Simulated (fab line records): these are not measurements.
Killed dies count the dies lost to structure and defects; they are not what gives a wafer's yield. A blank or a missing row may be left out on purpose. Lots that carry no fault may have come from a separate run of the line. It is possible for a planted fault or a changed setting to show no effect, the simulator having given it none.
Code-filled problem report in 8D (eight disciplines) form ; flow n5-finfet ; the parts of the form that need people (team, actions taken, sign-off) are left out

== 1. WHAT IS WRONG ==
At N5_SD_ACTIVATION_LSA_01, wafer_temp_C_max averages 1071.1 over 6 wafers from 2 lots, while fault-free wafers read 1084.3, standard deviation 1.4. Measured from the usual mean, that is -9.4 standard deviations.
The step: time 0.0008 s.
Earliest sighting: wafer L865.1 on laser-anneal-01 at day 8 09:25. The record holds 36 wafers of 12 lots with a number at this step. The rule behind "out" and "out of limits": a value lying over 4 standard deviations away from the usual mean. The rest of the wafers with a number are treated as sound.

== 2. WHAT IT IS, AND WHAT IT ISN'T ==
question;is;is not
which readings at this step;wafer_temp_C_max;-
which lots;L865, L867;L846, L848, L849, L850, L853, L854, L855, L856, L858, L866
which wafers of those lots;all that have a number;-
read on which tools;laser-anneal-01;laser-anneal-02
when;from day 8 09:25;"up to then (27 sound wafers); but 3 sound wafers of L866 came after"

== 3. THE SUSPECTS, EACH WITH WHAT RULES IT OUT ==
Counting: any tool at a process step up to the reading is kept as a suspect provided that every lot that is out went through it and no sound lot did after the first of them.
- laser-anneal-01 at N5_SD_ACTIVATION_LSA_01 (time 0.0008 s): kept. All lots that are out passed through it, beginning with L865 at day 8 09:25, and no sound lot followed; its final sound lot before that point was L858 at day 6 18:52. On those wafers its own readings are out: wafer_temp_C_max.
Left after counting: laser-anneal-01 at N5_SD_ACTIVATION_LSA_01.

== 4. THE CAUSE (what the simulator had put in) ==
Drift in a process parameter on laser-anneal-01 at N5_SD_ACTIVATION_LSA_01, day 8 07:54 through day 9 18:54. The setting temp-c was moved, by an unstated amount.
After counting, this tool was the only one left.

== 5. SEQUENCE OF EFFECTS, ordered by route ==
Each row: a reading where the mean over the struck wafers with a number is more than 3 standard deviations away from the usual. Only readings whose record carries a usual standard deviation are examined. hours: median over the lots of the time between each lot's start at the first step of this table that gives one and its start at this step. sigmas: the change, counted in usual standard deviations.
hours;step;reading;usual;on struck wafers;change;sigmas
0;N5_SD_ACTIVATION_LSA_01;wafer_temp_C_max;1084.3;1071.1;-13.2;-9.4
Here are the process steps it includes:
- N5_SD_ACTIVATION_LSA_01: time 0.0008 s.
Later steps that measure or inspect, where all struck wafers having a row at the step show a number for every such reading and not one has moved that far: N5_ILD0_THK_MEAS_08.

== 6. WHAT WOULD HAVE CAUGHT IT SOONER ==
The fault began at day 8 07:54; the first out-of-limits reading in this record came at day 8 09:25, 2 hours later.
